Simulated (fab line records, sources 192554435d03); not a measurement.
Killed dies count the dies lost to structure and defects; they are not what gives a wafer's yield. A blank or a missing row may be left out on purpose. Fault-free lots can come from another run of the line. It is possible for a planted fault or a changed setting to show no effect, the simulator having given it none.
Chamber matching	flow n5-finfet	4 sister chambers for N5_PMOS_HMC_CHANNEL_EPI_FIN_RECESS_16 on rie-si-06
The step chemistry HBr/Cl2, target Si, target depth 54 nm, time 18 s. 18 wafers are shown with their chamber, then 9 later ones without.

## WAFERS WITH THEIR CHAMBER
wafer	chamber	drypump-motor-current-A (A)	throttle-valve-pct (%)	oes-product-au (a.u.)
L074.2	1	5.4	35.96	1.052
L074.3	3	6.2	35.03	1.018
L074.5	0	5.9	35.21	1.023
L075.1	0	5.9	35.22	1.018
L075.2	2	5.2	35.56	1.005
L075.6	2	5.2	35.55	1.004
L077.1	2	5.2	35.58	0.992
L077.4	1	5.4	36.01	1.034
L077.5	2	5.3	35.55	1.005
L079.1	1	5.4	35.96	1.043
L079.4	3	6.2	35.03	1.015
L079.6	1	5.4	35.97	1.034
L082.2	3	6.2	35.06	1.006
L082.4	0	5.9	35.23	1.023
L082.5	2	5.2	35.56	0.995
L086.1	0	5.9	35.21	1.026
L086.2	3	6.2	35.03	1.013
L086.4	3	6.2	35.03	1.017

SIGNATURES (means of the wafers above)
reading	chamber 0	chamber 1	chamber 2	chamber 3	scatter within a chamber
drypump-motor-current-A	5.900	5.400	5.220	6.200	0.0239
throttle-valve-pct	35.2175	35.9750	35.5600	35.0360	0.0153
oes-product-au	1.02250	1.04075	1.00020	1.01380	0.00598
Rule: a wafer's distance from a chamber is the root of the sum, over the readings, of the square of ((its reading less the chamber's mean) divided by the reading's scatter). The wafer belongs to the nearest chamber; if the next one is less than 2 further off, it can't be placed. How the scatter is found: for the shown wafers, subtract from each reading the mean of its chamber, square and add these, divide the total by (wafers less chambers), then take the root.

## WAFERS MISSING THEIR CHAMBER
wafer	drypump-motor-current-A (A)	throttle-valve-pct (%)	oes-product-au (a.u.)
L092.4	5.3	35.59	0.996
L092.5	6.2	35.05	1.013
L092.6	5.2	35.56	1.001
L093.2	5.2	35.54	1.006
L093.3	6.2	35.03	1.006
L093.5	5.9	35.23	1.015
L095.1	5.9	35.21	1.019
L095.3	5.3	35.55	1.007
L095.5	6.2	35.04	1.016

## WHICH CHAMBER EACH WENT THROUGH
wafer	from the rows above	in truth
L092.4	2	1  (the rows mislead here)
L092.5	3	3
L092.6	2	2
L093.2	2	2
L093.3	3	3
L093.5	0	0
L095.1	0	0
L095.3	2	2
L095.5	3	3
8 of 9 placed correctly. Number that these rows cannot place: 0. Number placed wrongly: 1.
